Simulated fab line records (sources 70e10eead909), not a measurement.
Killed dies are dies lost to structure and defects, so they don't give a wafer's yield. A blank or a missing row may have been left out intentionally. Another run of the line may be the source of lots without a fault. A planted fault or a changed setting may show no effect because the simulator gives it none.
fab line records	flow nand_harc
[record] lots = 6	wafers = 18	last_day = 25
route steps=1159 shown A_CONTACT@938 END@1159
lots with no fault: from the same line, run without faults
start_h: hours from the record's opening day to when the first of the lot's shown wafers began	wait_h: how many hours have passed since the lot's step before this one	" identical to the entry in the row above	L1.1+2: several wafers, shown together as one row	- no value, or no start given	* or withheld: withheld	< > ~ a bound
route shown NAME@n: names a module that has steps shown in the file, with the first one's number in the route	usual: mean/standard deviation taken from wafers without a fault	same: alike in all rows	chamber/n: place in a boat	sites: each site's reading	_std_site: the values' standard deviation	_edge_site: outer sites' mean less inner sites'	radius_mm: how far each site lies from the wafer's centre	mask NAME#n: copy n	behind: the last tool/chamber to shape the wafer	hold: reason for holding the lot/hours on hold/outcome of the hold	device: the n, p or np transistor that did not switch	end of line: the same wafers' tests at the end of the route	a step without rows: its recipe alone	killed: count of dies lost to structure and defects at first sort (not the wafer's yield)	map: shows each die of a wafer: x if killed, . if not, _ if none is there
set.NAME: the setting that was run; set.NAME@STEP: the one run at that earlier step	model.NAME: the simulator's own value behind a step, which no gauge read
lots at selected steps of the route; one table per step, one row per wafer
services: a tool's chamber out of use, with start hour (start_h, from the record's first day; less than 0 if before it), hours out, and reason
[[steps]]
[step NHARC_A_CONTACT_DESCUM_13]
[recipe] time_s = 3	o2_flow_sccm = 200	ar_flow_sccm = 0	bias_power_w = 0	chemistry = O2
[step NHARC_A_CONTACT_ETCH_88]
[recipe] target_depth_a = 390	over_etch_frac = 0.3	time_s = 65	ion_energy_ev = 80	cf4_flow_sccm = 150	ar_flow_sccm = 0	rf_w = 300	bias_w = 100	chemistry = CF4
[usual] chamber_pressure_mTorr = 50.01/0.042	drypump_motor_current_A = 5.7/0.53	mfc_ar_sccm = 0.0004/0.0012	oes_product_au = 1.000/0.011	rf_vpp_V = 151.1/1.1	showerhead_plenum_p_Torr = 1.76/0.07	throttle_valve_pct = 13.284/0.0093
lot.wafer	tool	chamber	start_h	wait_h	chamber_pressure_mTorr	drypump_motor_current_A	mfc_ar_sccm	oes_product_au	rf_hours_counter_h	rf_vpp_V	showerhead_plenum_p_Torr	throttle_valve_pct
L536.4	rie_diel-07	0	381.53	0.1	50.01	5.3	0	0.989	53	149.8	1.73	13.285
L536.1	"	3	"	"	50.08	5.6	0	1.009	54	150.9	1.89	13.291
L536.6	"	0	"	"	50.02	5.3	0	0.999	-	151.9	1.73	13.275
L539.3	rie_diel-08	1	394.42	0.1	50.05	6.6	0	0.992	18	149.5	1.71	13.295
L539.2	"	2	"	"	49.90	6.1	0	1.004	17	151.8	1.75	13.283
L539.5	"	1	"	"	50.01	6.5	0	0.994	-	149.9	1.71	13.272
L549.2	rie_diel-05	3	453.16	0.1	50.00	5.0	0.0009	1.014	41	151.3	1.82	13.283
L549.3	"	0	"	"	49.94	5.3	0	0.996	39	152.0	1.86	13.270
L549.6	"	3	"	"	50.01	5.0	0.0009	1.006	-	150.5	1.82	13.287
L550.1	rie_diel-08	3	462.47	0.2	50.07	5.2	0	0.985	30	151.4	1.68	13.288
L550.6	"	0	"	"	50.07	5.6	0	1.014	-	151.3	1.77	13.273
L550.5	"	1	"	"	49.90	6.6	0	1.015	-	150.3	1.71	13.284
L556.1	rie_diel-08	2	498.98	0.1	49.99	6.0	0	0.994	2	151.1	1.75	13.305
L556.5	"	0	"	"	50.06	5.6	0	1.001	-	151.4	1.77	13.288
L556.6	"	1	"	"	50.03	6.6	0	1.005	-	150.2	1.71	13.285
L558.2	rie_diel-08	1	532.78	0.2	49.96	6.5	0	1.003	9	152.3	1.71	13.279
L558.6	"	3	"	"	50.00	5.2	0	1.005	-	149.1	1.67	13.291
L558.5	"	0	"	"	50.03	5.6	0	1.013	-	150.8	1.77	13.289
[step NHARC_A_CONTACT_ETCH_89]
[recipe] target_depth_a = 2600	over_etch_frac = 0.3	time_s = 475.3	ion_energy_ev = 200	n2_flow_sccm = 150	h2_flow_sccm = 150	ar_flow_sccm = 0	rf_w = 400	bias_w = 150	chemistry = N2/H2
[usual] chamber_pressure_mTorr = 30.000/0.027	drypump_motor_current_A = 5.7/0.52	mfc_ar_sccm = 0.0004/0.0012	n2_flow_sccm = 150.0/0.42	oes_product_au = 0.998/0.01	rf_vpp_V = 430.0/2.6	showerhead_plenum_p_Torr = 2.02/0.087	throttle_valve_pct = 14.172/0.0086
lot.wafer	tool	chamber	start_h	wait_h	chamber_pressure_mTorr	drypump_motor_current_A	mfc_ar_sccm	n2_flow_sccm	oes_product_au	rf_hours_counter_h	rf_vpp_V	showerhead_plenum_p_Torr	throttle_valve_pct
L536.1	rie_diel-07	1	-	-	30.023	6.1	0	149.5	1.009	49	426.7	1.90	14.166
L536.4	"	2	"	"	30.013	4.9	0	150.1	1.010	60	429.5	2.02	14.161
L536.6	"	1	"	"	30.049	6.0	0	149.3	1.011	-	425.6	1.90	14.168
L539.2	rie_diel-08	0	-	-	29.951	5.6	0	149.5	1.024	19	430.3	2.05	14.177
L539.3	"	2	"	"	29.981	6.0	0	150.6	0.999	17	429.9	2.02	14.173
L539.5	"	1	"	"	29.979	6.6	0	150.2	0.999	-	429.2	1.97	14.158
L549.2	rie_diel-05	3	-	-	29.999	5.0	0.0009	149.9	1.009	41	432.4	2.10	14.176
L549.3	"	0	"	"	29.980	5.3	0	150.3	1.001	39	434.7	2.16	14.168
L549.6	"	3	"	"	30.022	5.0	0.0009	150.2	0.994	-	434.0	2.10	14.178
L550.1	rie_diel-08	2	-	-	29.988	6.1	0	150.1	1.002	31	428.9	2.02	14.159
L550.6	"	0	"	"	30.016	5.6	0	149.5	1.006	-	431.4	2.04	14.157
L550.5	"	1	"	"	30.012	6.5	0	150.1	0.994	-	427.4	1.96	14.174
L556.1	rie_diel-08	2	-	-	30.051	6.0	0	150.1	0.995	2	428.8	2.01	14.178
L556.6	"	0	"	"	29.981	5.5	0	149.7	1.006	-	431.6	2.04	14.172
L556.5	"	1	"	"	29.998	6.5	0	149.9	1.003	-	429.1	1.96	14.165
L558.2	rie_diel-08	3	-	-	29.968	5.2	0	150.5	1.009	10	427.7	1.92	14.173
L558.6	"	1	"	"	29.999	6.6	0	149.7	0.989	-	429.3	1.96	14.164
L558.5	"	2	"	"	29.984	6.0	0	149.7	1.008	-	431.0	2.01	14.176
[step NHARC_A_CONTACT_ETCH_30]
[recipe] target_depth_a = 605	time_s = 30.2	cf4_flow_sccm = 100	chf3_flow_sccm = 30	ar_flow_sccm = 0	rf_w = 500	bias_w = 200	chemistry = CF4/CHF3
[step NHARC_A_CONTACT_ETCH_31]
[recipe] target_depth_a = 20000	over_etch_frac = 0.3	time_s = 520	ion_energy_ev = 150	o2_flow_sccm = 400	cos_flow_sccm = 20	ar_flow_sccm = 0	rf_w = 500	bias_w = 300	chemistry = O2/COS
[step NHARC_A_CONTACT_ETCH_134]
[recipe] source_w = withheld	pressure_mtorr = 20	bias_v = withheld	time_s = 140	target_depth_a = 7000	ar_flow_sccm = withheld	c4f8_flow_sccm = withheld	o2_flow_sccm = withheld	chemistry = C4F8/O2/Ar
[step NHARC_A_CONTACT_ETCH_135]
[recipe] source_w = withheld	pressure_mtorr = 20	bias_v = 3000	time_s = 132	target_depth_a = 12870	ar_flow_sccm = withheld	c4f8_flow_sccm = withheld	o2_flow_sccm = withheld	chemistry = C4F8/O2/Ar
[step NHARC_A_CONTACT_ETCH_136]
[recipe] source_w = withheld	pressure_mtorr = 20	bias_v = 3000	time_s = 132	target_depth_a = 12870	ar_flow_sccm = withheld	c4f8_flow_sccm = withheld	o2_flow_sccm = withheld	chemistry = C4F8/O2/Ar
[usual] chamber_pressure_mTorr = 20.000/0.017
lot.wafer	tool	chamber	start_h	wait_h	chamber_pressure_mTorr	rf_hours_counter_h
L536.1	har_cap_etch-03	1	382.94	0.1	19.984	80
L536.4	"	0	"	"	19.992	-
L536.6	"	1	"	"	19.983	-
L539.2	har_cap_etch-03	1	395.68	0.1	19.990	83
L539.3	"	1	"	"	19.992	-
L539.5	"	1	"	"	20.002	-
L549.2	har_cap_etch-03	0	454.39	0.1	19.990	95
L549.3	"	1	"	"	20.020	-
L549.6	"	1	"	"	20.007	-
L550.1	har_cap_etch-03	1	463.69	0.1	19.997	95
L550.5	"	0	"	"	20.021	-
L550.6	"	1	"	"	20.030	-
L556.1	har_cap_etch-02	0	500.20	0.1	20.025	35
L556.6	"	0	"	"	19.990	-
L556.5	"	1	"	"	19.997	-
L558.2	har_cap_etch-03	0	534.24	0.1	20.008	108
L558.5	"	0	"	"	19.994	-
L558.6	"	1	"	"	19.993	-
[step NHARC_A_CONTACT_ETCH_137]
[recipe] source_w = withheld	pressure_mtorr = 20	bias_v = 3000	time_s = 132	target_depth_a = 12870	ar_flow_sccm = withheld	c4f8_flow_sccm = withheld	o2_flow_sccm = withheld	chemistry = C4F8/O2/Ar
[step NHARC_A_CONTACT_ETCH_138]
[recipe] source_w = withheld	pressure_mtorr = 20	bias_v = 3000	time_s = 132	target_depth_a = 12890	ar_flow_sccm = withheld	c4f8_flow_sccm = withheld	o2_flow_sccm = withheld	chemistry = C4F8/O2/Ar
[step NHARC_A_CONTACT_ETCH_139]
[recipe] source_w = withheld	pressure_mtorr = 20	bias_v = 400	time_s = 137	target_depth_a = 5900	ar_flow_sccm = withheld	c4f8_flow_sccm = 11.5	o2_flow_sccm = 7.2	chemistry = C4F8/O2/Ar
[usual] chamber_pressure_mTorr = 20.001/0.018
lot.wafer	tool	chamber	start_h	wait_h	chamber_pressure_mTorr	rf_hours_counter_h
L536.1	har_cap_etch-03	1	383.31	0.1	20.004	81
L536.4	"	0	"	"	19.976	-
L536.6	"	1	"	"	20.023	-
L539.2	har_cap_etch-03	1	396.06	0.1	19.990	83
L539.3	"	1	"	"	19.955	-
L539.5	"	1	"	"	19.976	-
L549.2	har_cap_etch-03	0	454.76	0.1	19.997	95
L549.3	"	1	"	"	20.025	-
L549.6	"	1	"	"	20.019	-
L550.1	har_cap_etch-03	1	464.08	0.1	20.021	96
L550.5	"	0	"	"	20.015	-
L550.6	"	1	"	"	19.983	-
L556.1	har_cap_etch-02	0	500.57	0.1	19.978	35
L556.6	"	0	"	"	19.995	-
L556.5	"	1	"	"	20.006	-
L558.2	har_cap_etch-03	0	534.61	0.1	20.009	108
L558.5	"	0	"	"	20.021	-
L558.6	"	1	"	"	19.985	-
[step NHARC_A_CONTACT_ETCH_92]
[recipe] target_depth_a = 400	over_etch_frac = 0.5	time_s = 85.7	ion_energy_ev = 120	ch3f_flow_sccm = 50	o2_flow_sccm = 30	ar_flow_sccm = 200	rf_w = 500	bias_w = 100	chemistry = CH3F/O2
[usual] chamber_pressure_mTorr = 24.997/0.024	drypump_motor_current_A = 5.8/0.52	mfc_ar_sccm = 199.9/0.59	oes_product_au = 0.94/0.034	rf_vpp_V = 244.0/1.4	showerhead_plenum_p_Torr = 2.43/0.084	throttle_valve_pct = 20.663/0.0095
lot.wafer	tool	chamber	start_h	wait_h	chamber_pressure_mTorr	drypump_motor_current_A	mfc_ar_sccm	oes_product_au	rf_hours_counter_h	rf_vpp_V	showerhead_plenum_p_Torr	throttle_valve_pct
L536.4	rie_diel-08	2	383.71	0.3	24.961	6.1	199.8	1.01	15	244.9	2.44	20.646
L536.1	"	1	"	"	25.006	6.6	200.6	1.00	17	244.1	2.38	20.666
L536.6	"	2	"	"	24.992	6.1	199.7	1.01	-	243.4	2.44	20.656
L539.2	rie_diel-08	0	396.45	0.4	25.016	5.5	200.1	0.94	20	243.9	2.47	20.678
L539.3	"	1	"	"	24.990	6.5	198.9	0.93	19	245.3	2.38	20.659
L539.5	"	2	"	"	24.985	6.1	200.3	0.93	-	243.6	2.44	20.666
L549.3	rie_diel-08	0	455.17	0.3	24.990	5.6	198.7	0.94	32	244.4	2.46	20.676
L549.2	"	1	"	"	24.976	6.5	199.2	0.91	32	243.2	2.37	20.670
L549.6	"	0	"	"	24.991	5.6	199.6	0.93	-	244.9	2.46	20.656
L550.1	rie_diel-08	0	464.49	0.4	25.024	5.6	199.4	0.94	33	243.6	2.46	20.653
L550.6	"	1	"	"	24.974	6.6	200.2	0.93	-	242.9	2.37	20.681
L550.5	"	2	"	"	24.965	6.0	200.5	0.93	-	244.5	2.43	20.670
L556.1	rie_diel-07	2	500.98	0.4	24.994	4.9	200.0	0.99	32	243.8	2.42	20.669
L556.6	"	2	"	"	24.970	4.9	199.3	1.00	-	243.6	2.42	20.650
L556.5	"	3	"	"	25.044	5.6	199.7	0.98	-	244.9	2.62	20.669
L558.2	rie_diel-05	1	535.07	0.4	25.028	6.1	200.1	1.00	4	242.8	2.44	20.680
L558.5	"	3	"	"	24.994	5.0	199.5	1.01	-	243.9	2.51	20.651
L558.6	"	0	"	"	25.020	5.3	200.7	1.00	-	245.8	2.58	20.651
[step NHARC_A_CONTACT_ETCH_98]
[recipe] target_depth_a = 200	over_etch_frac = 0.5	time_s = 10	ion_energy_ev = 250	c4f6_flow_sccm = 25	o2_flow_sccm = 20	ar_flow_sccm = 500	rf_w = 600	bias_w = 500	chemistry = C4F6/O2
[usual] chamber_pressure_mTorr = 30.001/0.027	drypump_motor_current_A = 5.8/0.53	mfc_ar_sccm = 499.9/1.5	oes_product_au = 0.963/0.024	rf_vpp_V = 546.1/2.8	showerhead_plenum_p_Torr = 3.88/0.13	throttle_valve_pct = 26.905/0.0086
lot.wafer	tool	chamber	start_h	wait_h	chamber_pressure_mTorr	drypump_motor_current_A	mfc_ar_sccm	oes_product_au	rf_hours_counter_h	rf_vpp_V	showerhead_plenum_p_Torr	throttle_valve_pct
L536.1	rie_diel-08	0	383.85	-	30.013	5.6	498.7	1.015	17	546.7	3.94	26.886
L536.4	"	1	"	"	29.983	6.6	500.1	0.985	17	544.1	3.80	26.911
L536.6	"	0	"	"	29.973	5.6	500.8	1.011	-	546.8	3.94	26.906
L539.3	rie_diel-08	0	396.56	-	29.972	5.6	497.4	0.959	20	546.4	3.94	26.900
L539.2	"	3	"	"	30.051	5.2	498.6	0.935	17	540.7	3.73	26.898
L539.5	"	0	"	"	30.030	5.6	496.2	0.963	-	547.9	3.94	26.904
L549.3	rie_diel-08	1	455.31	-	30.002	6.6	499.1	0.737	32	543.5	3.79	26.896
L549.2	"	3	"	"	30.042	5.2	498.7	0.735	29	543.4	3.72	26.885
L549.6	"	1	"	"	30.043	6.5	500.5	0.740	-	543.7	3.80	26.901
L550.1	rie_diel-08	0	464.58	-	30.008	5.5	500.0	0.744	33	546.8	3.93	26.914
L550.5	"	3	"	"	30.047	5.3	498.5	0.732	-	543.0	3.72	26.914
L550.6	"	0	"	"	30.070	5.6	499.5	0.742	-	547.2	3.93	26.908
L556.1	rie_diel-07	0	501.12	-	29.957	5.3	496.8	0.991	30	543.7	3.81	26.902
L556.5	"	2	"	"	30.002	4.9	501.2	1.001	-	547.1	3.87	26.910
L556.6	"	3	"	"	29.964	5.7	500.6	0.997	-	552.7	4.17	26.916
L558.2	rie_diel-05	3	535.18	-	29.992	5.0	501.5	1.001	4	548.6	4.01	26.912
L558.5	"	3	"	"	30.018	5.0	502.3	1.020	-	548.5	4.01	26.910
L558.6	"	0	"	"	30.009	5.3	501.6	0.990	-	550.1	4.10	26.904
[step NHARC_A_CONTACT_CD_MEAS_15]
[usual] cd_nm = 89.9/0.39
lot.wafer	tool	chamber	start_h	wait_h	cd_nm
L536.1	cd_sem-01	-	383.93	-	89.4
L536.4	"	-	"	"	89.9
L536.6	"	-	"	"	89.6
L539.2	cd_sem-01	-	396.64	-	89.3
L539.3	"	-	"	"	89.5
L539.5	"	-	"	"	90.2
L549.2	cd_sem-02	-	455.39	-	89.8
L549.3	"	-	"	"	89.8
L549.6	"	-	"	"	89.9
L550.1	cd_sem-03	-	464.66	-	90.2
L550.5	"	-	"	"	90.1
L550.6	"	-	"	"	90.3
L556.1	cd_sem-03	-	501.20	-	89.6
L556.5	"	-	"	"	90.0
L556.6	"	-	"	"	90.0
L558.2	cd_sem-01	-	535.27	-	89.7
L558.5	"	-	"	"	90.0
L558.6	"	-	"	"	90.0
[step NHARC_END_SORT_01]
[recipe] temp_c = 25
[usual] killed_at_array = 27/12	killed_at_other = 0.8/1	killed_at_periphery = 4.0/2.5	killed_dies = 32/11	killed_open = 3.3/1.8	killed_short = 2.0/1.5
[same] gross_dies = 677
lot.wafer	tool	chamber	start_h	wait_h	killed_at_array	killed_at_other	killed_at_periphery	killed_dies	killed_open	killed_short
L536.1	prober-02	0	443.74	2.5	17	0	7	24	3	1
L536.4	prober-02	0	446.14	3.4	20	0	6	26	3	4
L536.6	prober-02	0	447.75	4.0	15	0	6	21	2	2
L539.2	prober-01	0	457.53	2.8	38	0	5	43	3	0
L539.3	prober-01	0	458.31	3.1	35	1	2	38	5	1
L539.5	prober-01	0	459.88	3.6	35	0	1	36	3	2
L550.1	prober-02	0	512.84	2.6	670	1	5	676	5	3
L550.5	prober-02	0	516.07	3.7	668	0	4	672	8	1
L550.6	prober-02	0	516.88	4.0	673	0	3	676	5	2
// killed by level:class
L536.1 A_SLIT:chamber_film_flake=10 P_CONTACT:chamber_film_flake=3 P_BONDPAD:chamber_film_flake=2 A_STAIRCASE:chamber_film_flake=2 P_CONTACT:geometric_particle:open=1 P_M0:geometric_particle:short=1 A_CHANNEL_FILL_D1:geometric_particle:open=1 A_CONTACT:geometric_particle:open=1
L536.4 A_SLIT:chamber_film_flake=8 P_CONTACT:chamber_film_flake=5 A_STAIRCASE:chamber_film_flake=3 A_WL_FILL:geometric_particle:short=2 A_CONTACT:chamber_film_flake=2 P_GATE:geometric_particle:open=1 A_ONON_D1:geometric_particle:short=1 A_WL_FILL:geometric_particle:open=1
L536.6 A_SLIT:chamber_film_flake=7 P_CONTACT:chamber_film_flake=4 P_BONDPAD:chamber_film_flake=2 A_CHANNEL_FILL_D1:geometric_particle:open=1 A_CHANNEL_FILL_D1:geometric_particle:short=1 A_WL_FILL:geometric_particle:short=1 A_WL_FILL:geometric_particle:open=1 A_ZERO_WELL:chamber_film_flake=1
L539.2 A_SLIT:chamber_film_flake=17 A_CHANNEL_HOLE_D1:chamber_film_flake=10 A_M0:chamber_film_flake=4 A_STAIRCASE:chamber_film_flake=3 A_CONTACT:chamber_film_flake=3 P_M0:geometric_particle:open=2 P_BONDPAD:chamber_film_flake=2 A_CONTACT:geometric_particle:open=1
L539.3 A_CHANNEL_HOLE_D1:chamber_film_flake=13 A_SLIT:chamber_film_flake=11 A_ONON_D1:geometric_particle:open=4 A_M0:chamber_film_flake=3 A_CONTACT:geometric_particle:open=1 STARTING-WAFER:geometric_particle:short=1 P_ZERO_WELL:chamber_film_flake=1 P_BONDPAD:chamber_film_flake=1
L539.5 A_CHANNEL_HOLE_D1:chamber_film_flake=10 A_SLIT:chamber_film_flake=10 A_CONTACT:chamber_film_flake=6 A_M0:chamber_film_flake=2 A_ONON_D1:geometric_particle:short=1 A_CHANNEL_HOLE_D1:geometric_particle:open=1 A_CONTACT:geometric_particle:open=1 A_BLC:geometric_particle:open=1
L550.1 A_CONTACT:area_etch=633 A_CHANNEL_HOLE_D1:chamber_film_flake=13 A_SLIT:chamber_film_flake=9 P_M0:chamber_film_flake=3 A_STAIRCASE:chamber_film_flake=3 A_WL_FILL:chamber_film_flake=3 A_CONTACT:chamber_film_flake=2 P_M0:geometric_particle:short=1
L550.5 A_CONTACT:area_etch=625 A_CHANNEL_HOLE_D1:chamber_film_flake=16 A_SLIT:chamber_film_flake=16 A_BLC:geometric_particle:open=3 A_STAIRCASE:chamber_film_flake=3 A_CONTACT:geometric_particle:open=2 P_CONTACT:geometric_particle:open=1 P_M1:geometric_particle:open=1
L550.6 A_CONTACT:area_etch=625 A_CHANNEL_HOLE_D1:chamber_film_flake=20 A_SLIT:chamber_film_flake=15 A_STAIRCASE:chamber_film_flake=5 A_CONTACT:chamber_film_flake=3 P_M1:geometric_particle:open=2 P_M0:geometric_particle:open=1 A_ONON_D1:geometric_particle:short=1
// map L550.1 (x killed, . not)
____________x____________
_________xxxxxxx_________
_______xxxxxxxxxxx_______
______xxxxxxxxxxxxx______
_____xxxxxxxxxxxxxxx_____
____xxxxxxxxxxxxxxxxx____
____xxxxxxxxxxxxxxxxx____
___xxxxxxxxxxxxxxxxxxx___
___xxxxxxxxxxxxxxxxxxx___
__xxxxxxxxxxxxxxxxxxxxx__
__xxxxxxxxxxxxxxxxxxxxx__
_xxxxxxxxxxxxxxxxxxxxxxx_
_xxxxxxxxxxxxxxxxxxxxxxx_
_xxxxxxxxxxxxxxxxxxxx.xx_
_xxxxxxxxxxxxxxxxxxxxxxx_
_xxxxxxxxxxxxxxxxxxxxxxx_
xxxxxxxxxxxxxxxxxxxxxxxxx
xxxxxxxxxxxxxxxxxxxxxxxxx
xxxxxxxxxxxxxxxxxxxxxxxxx
xxxxxxxxxxxxxxxxxxxxxxxxx
xxxxxxxxxxxxxxxxxxxxxxxxx
_xxxxxxxxxxxxxxxxxxxxxxx_
_xxxxxxxxxxxxxxxxxxxxxxx_
_xxxxxxxxxxxxxxxxxxxxxxx_
_xxxxxxxxxxxxxxxxxxxxxxx_
_xxxxxxxxxxxxxxxxxxxxxxx_
__xxxxxxxxxxxxxxxxxxxxx__
__xxxxxxxxxxxxxxxxxxxxx__
___xxxxxxxxxxxxxxxxxxx___
___xxxxxxxxxxxxxxxxxxx___
____xxxxxxxxxxxxxxxxx____
____xxxxxxxxxxxxxxxxx____
_____xxxxxxxxxxxxxxx_____
______xxxxxxxxxxxxx______
_______xxxxxxxxxxx_______
_________xxxxxxx_________
____________x____________
// map L536.4 (x killed, . not)
____________.____________
_________......._________
_______..........._______
______x.......x....______
_____..............._____
____.................____
____.................____
___...................___
___...................___
__....x................__
__.....................__
_...x..................._
_x......................_
_.............x.x......._
_............xx........._
_...x..................._
.....x.........x.........
..............xx.x.......
..............x..........
................x...x....
.........................
_...............x......._
_......................._
_......................._
_..........x............_
_.....................x._
__.....x.......x.......__
__.....................__
___..................x___
___.........x.........___
____.................____
____.................____
_____..............._____
______.............______
_______..........._______
_________....x.._________
____________.____________
[[services]]
tool	chamber	start_h	hours	kind
rie_diel-08	0	360.04	-	clean
rie_diel-08	1	360.04	-	clean
rie_diel-08	2	360.04	-	clean
rie_diel-08	3	360.04	-	clean
har_cap_etch-02	-	368.56	0.1	repair
rie_diel-08	3	375.86	2.3	repair
rie_diel-08	0	384.60	-	clean
rie_diel-08	1	384.60	-	clean
rie_diel-08	2	384.60	-	clean
rie_diel-08	3	384.60	-	clean
rie_diel-05	0	394.89	4.7	repair
rie_diel-07	3	395.32	2.2	repair
rie_diel-07	-	405.70	9.0	pm
rie_diel-08	0	409.17	-	clean
rie_diel-08	1	409.17	-	clean
rie_diel-08	2	409.17	-	clean
rie_diel-08	3	409.17	-	clean
rie_diel-08	0	433.67	-	clean
rie_diel-08	1	433.67	-	clean
rie_diel-08	2	433.67	-	clean
rie_diel-07	-	477.77	0.5	repair
rie_diel-08	-	478.80	9.0	pm
rie_diel-08	0	511.88	5.2	repair
rie_diel-05	-	517.63	9.0	pm
[[key]]
[first_sign] step = NHARC_A_CONTACT_ETCH_98	reading = oes_product_au	direction = down	sigmas = 9.3	usual = 0.963	struck = 0.738
[effect] step = NHARC_END_SORT_01	reading = killed_dies	direction = up	sigmas = 58	usual = 32	struck = 675
[more_kills_born_at] NHARC_A_CONTACT_ETCH_98@rie_diel-08 = 1883
met_at NHARC_A_CONTACT_ETCH_98
struck_wafers L549.2,L549.3,L549.6,L550.1,L550.5,L550.6
later_rows_left_out L549.2,L549.3,L549.6,L550.1,L550.5,L550.6
sort_left_out L549.2,L549.3,L549.6
tester_left_out L549,L550
onset_between 396.56 455.31
[fault] kind = process_parameter_drift	tool = rie_diel-08	chamber = -	onset_h = 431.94	steps = NHARC_A_CONTACT_ETCH_98	channel = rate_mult	offset = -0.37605	shape = step
// tester_left_out: of these lots the tester's yield and bins aren't shown, on N5 and GAA mostly nor the transistor test; their killed dies are dies lost to structure and defects alone, not to doping, threshold or leakage, so they don't give the yield
// sort_left_out: the simulated sort isn't trusted on such a fault, so these wafers' sort isn't shown, and their yield isn't known
// later_rows_left_out: the simulator's readings of these wafers behind a module that went badly wrong aren't trusted and aren't shown, but for the sort
